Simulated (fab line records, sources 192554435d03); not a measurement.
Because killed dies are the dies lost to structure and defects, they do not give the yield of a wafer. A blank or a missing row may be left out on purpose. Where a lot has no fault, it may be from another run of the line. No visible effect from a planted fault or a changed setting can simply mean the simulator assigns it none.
Comparing a struck lot with a sound one    flow n5-finfet    14 out of 1938 route steps
Sound: wafers L808.2, L808.4, L808.6. Struck: wafers L814.3, L814.6 (left out: L814.1, a lot-mate that was not struck); the cause follows at the end.
Order at every step that has rows: each side's tool, ch and its chambers, its first start. Under that, the readings that differ: sound wafers    struck wafers    difference of the means    sigmas: that difference in standard deviations of wafers without a fault.
alike: readings whose means differ by less than 2 such deviations, and words and numbers that are the same on both sides. not compared: withheld readings, readings that some wafer has no value for, bounds like >300 that may hide the same value, and numbers for which the record gives no deviation and whose values overlap.
The two part at a step that has a row with sigmas, a row that says differs or no value, or rows on one side only. Numbers that have no deviation but don't overlap get no sigmas and don't part them. A reading that every wafer of one side lacks parts them only if that side has two wafers or more.

N5_HKMG_FIN_INSPECT_28: inspects for defects (darkfield).
  sound: defect-inspect-02 at day 6 09:30; struck: defect-inspect-01 at day 7 22:20
  alike: raw-defect-count
N5_GATE_CUT_ETCHBACK_00: etches W in SF6/Cl2.
  sound on rie-metal-03 ch 0,1, day 6 09:32; struck on rie-metal-02 ch 0,1, day 7 22:22
  alike: drypump-motor-current-A, oes-product-au, throttle-valve-pct
  not compared: rf-hours-counter-h
then, 1 step without rows for these wafers: N5_GATE_CUT_ETCH_56 (etches TiN in Cl2/Ar, target depth 21.6 nm).
N5_GATE_CUT_ETCHBACK_30: etches TiN in Cl2/Ar, target depth 3 nm.
  sound on rie-metal-03 ch 0,1, day 6 09:44; struck on rie-metal-02 ch 0,1, day 7 22:35
  alike: drypump-motor-current-A, oes-product-au, throttle-valve-pct
  not compared: rf-hours-counter-h
then, 2 steps without rows for these wafers: N5_GATE_CUT_VAPOR_ETCH_60 (etches HfO2 in BCl3/Cl2); N5_GATE_CUT_ETCH_58 (etches SiNx in CH3F/O2, target depth 17 nm, time 128.6 s).
N5_GATE_CUT_STRIP_59: strips in N2/H2, time 20 s.
  sound on rie-diel-01 ch 0,1,2, day 6 09:55; struck on rie-diel-04 ch 0,2, day 7 22:46
  alike: drypump-motor-current-A, n2-flow-sccm, oes-product-au, rf-vpp-V, showerhead-plenum-p-Torr, throttle-valve-pct
  not compared: rf-hours-counter-h
then, 2 steps without rows for these wafers: N5_GATE_CUT_PRECLEAN_31 (cleans in DIW, time 300 s); N5_GATE_CUT_SRD_32 (time 30 s).
N5_GATE_CUT_SAC_CAP_01: material SiNx, target thk 24 nm, pulse time 1 s, ald cycles 480.
  sound on ald-sin-03 ch 0,1,3, day 6 10:09; struck on ald-sin-04 ch 1,3, day 7 22:58
  alike: heater-power-w, precursor-pulse-height-rel
N5_GATE_CUT_PECVD_57: deposits SiNx from SiH4/NH3/N2, target thk 21 nm.
  sound on pecvd-02 ch 0,1,2, day 6 12:21; struck on pecvd-01 ch 1,2, day 8 01:10
  alike: heater-power-w, showerhead-plenum-p-Torr, showerhead-vpp-V, throttle-valve-pct
N5_GATE_CUT_CMP_02: polishes, stops on SiO2, t overpolish 12.7 s, target thk 0 nm.
  sound on cmp-01 ch 0,2, day 6 12:28; struck on cmp-02 ch 2,3, day 8 01:19
reading                 sound           struck     difference  sigmas
time-to-endpoint-s (s)  26.0 23.8 28.4  50.2 60.2  +29.1       +11
  alike: motor-current-A, overpolish-run-s, slurry-flow-ml-min
-- a jump in the record: the struck wafers' starts before and after are 4 days apart (it breaks off in module GATE_CUT and resumes in module BEOL_M4, where the first step shown is number 1111 of the route) --
N5_BEOL_M4_RC_MEAS_101:
  sound on prober-01 ch 0, day 10 11:53; struck on prober-01 ch 0, day 11 16:34
reading        sound           struck     difference  sigmas
DIBL_P (mV/V)  37.0 40.8 37.3  33.0 34.9  -4.4        -2
  alike: DIBL_N, IOFF_N, IOFF_P, ION_N, ION_P, SS_N, SS_P, VT_N, VT_P
-- record jumps: 4 days separate the struck wafers' starts on either side; left off in module BEOL_M4, taken up again in module PASSIVATION, whose first shown step is the route's number 1936 --
N5_PASSIVATION_PROBE_49:
  sound: prober-01 at day 14 13:37; struck: prober-02 at day 16 00:50
  alike: defect-limited-yield, killed_at_M0_to_M3, killed_at_M4_up, killed-at-contacts, killed-at-front-end, killed-at-other, killed-dies, killed-open, killed-short, sort_bin_5_function, sort_bin_6_memory, sort_bin_8_speed, sort-n-pass

== WHERE THEY PART ==
Last at N5_BEOL_M4_RC_MEAS_101 as far as this record goes, first at N5_GATE_CUT_CMP_02. Later steps at which nothing parts them and some readings are alike: N5_PASSIVATION_PROBE_49.

WHY: whatever the simulator had introduced
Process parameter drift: cmp-02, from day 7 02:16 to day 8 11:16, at N5_GATE_CUT_CMP_02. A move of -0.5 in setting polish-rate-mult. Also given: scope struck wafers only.
